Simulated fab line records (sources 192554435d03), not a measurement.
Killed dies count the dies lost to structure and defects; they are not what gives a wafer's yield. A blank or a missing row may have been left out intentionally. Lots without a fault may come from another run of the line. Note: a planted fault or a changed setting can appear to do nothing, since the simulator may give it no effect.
Split-lot trial ; flow n5-finfet ; 21 wafers read from 7 lots, route of 1938 steps

## THE SPLIT ITSELF
At N5_BEOL_M4_DEP_57 (deposits SiCN from 3MS/NH3, target thk 8 nm, time 14 s), the setting time-s was moved away from the recipe's 14 s on 6 of the 21 wafers read, by -14.4% to +9.8%. For the rest of the wafers, this setting stayed at what the recipe calls for.

The reading is taken at the split's own step.

## THE READING
SiCN_of_BEOL_M4_DEP_57.thk-nm (the simulator's own value, which no gauge read), in nm, at N5_BEOL_M4_DEP_57 (deposits SiCN from 3MS/NH3, target thk 8 nm, time 14 s). The file does not state a usual value for it. The 15 wafers here that ran the recipe average 8.1 nm, standard deviation 0.21 nm.

wafer;tool, chamber at the split;time-s as run, s;against the recipe;SiCN_of_BEOL_M4_DEP_57.thk-nm, nm;against lot-mates on the recipe
L074.1;pecvd-04, 1,0,2;15.37;+9.8%;8.8;no lot-mate on the recipe
L074.3;pecvd-04, 1,0,2;15.37;+9.8%;8.8;no lot-mate on the recipe
L074.5;pecvd-04, 1,0,2;15.37;+9.8%;8.8;no lot-mate on the recipe
L080.2;pecvd-01, 0;11.99;-14.4%;6.8;-1.2
L080.5;pecvd-01, 1;14;recipe;8;-
L080.6;pecvd-01, 0;11.99;-14.4%;7;-1.0
L083.1;pecvd-01, 2,1;14;recipe;8;-
L083.2;pecvd-01, 2,1;14;recipe;8;-
L083.5;pecvd-01, 0;14;recipe;8.4;-
L086.3;pecvd-01, 1,2;14;recipe;8.2;-
L086.6;pecvd-01, 1,2;14;recipe;8.2;-
L086.4;pecvd-01, 0;14;recipe;8.4;-
L091.1;pecvd-03, 1;14;recipe;7.6;-
L091.2;pecvd-03, 2;14;recipe;7.8;-
L091.5;pecvd-03, 0;14;recipe;8;-
L093.3;pecvd-03, 1;14;recipe;7.8;-
L093.5;pecvd-03, 0;14.55;+3.9%;8.4;+0.5
L093.6;pecvd-03, 2;14;recipe;8;-
L097.3;pecvd-04, 0;14;recipe;8;-
L097.4;pecvd-04, 1,2;14;recipe;8.2;-
L097.6;pecvd-04, 1,2;14;recipe;8.2;-
Where a row lists several chambers, the file gives one row for several wafers and doesn't say which wafer went through which chamber.

FIT RESULTS
A straight line over all 21 wafers: SiCN_of_BEOL_M4_DEP_57.thk-nm changes by +0.0789 nm for each +1% of time-s; r = +0.93; the points scatter about the line by 0.19 nm.
The same after taking each lot's own level away (the mean of its wafers on the recipe; 18 wafers): +0.0793 nm for each +1%; r = +0.94; scatter 0.14 nm.
Per that fit: largest time-s move, reading shift of 1.1 nm.
The span of the lots' own levels, 7.80 to 8.27 nm, comes to 2.2 times the standard deviation stated above.
The two slopes agree, so the slope changes little with the lot-to-lot level.
Check: for one of the wafers moved furthest among these (-14.4%), held out of the fit, the line's prediction against its lot-mates is -1.05 nm. Against them it came out at -1.2 nm.

## OTHER SPLITS ON THESE WAFERS
These wafers also went through other splits before the reading. Each is held against what the fit with the lots' levels taken away leaves over:
other split on the same wafers;wafers away from the commonest value;r with SiCN_of_BEOL_M4_DEP_57.thk-nm (lot level and that fit taken away)
N5_BEOL_M4_DESCUM_33 time-s;10;+0.10

## FILE'S OWN FIT
SiCN_of_BEOL_M4_DEP_57.thk-nm changes by +0.0801 nm for each +1% of time-s, r = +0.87.
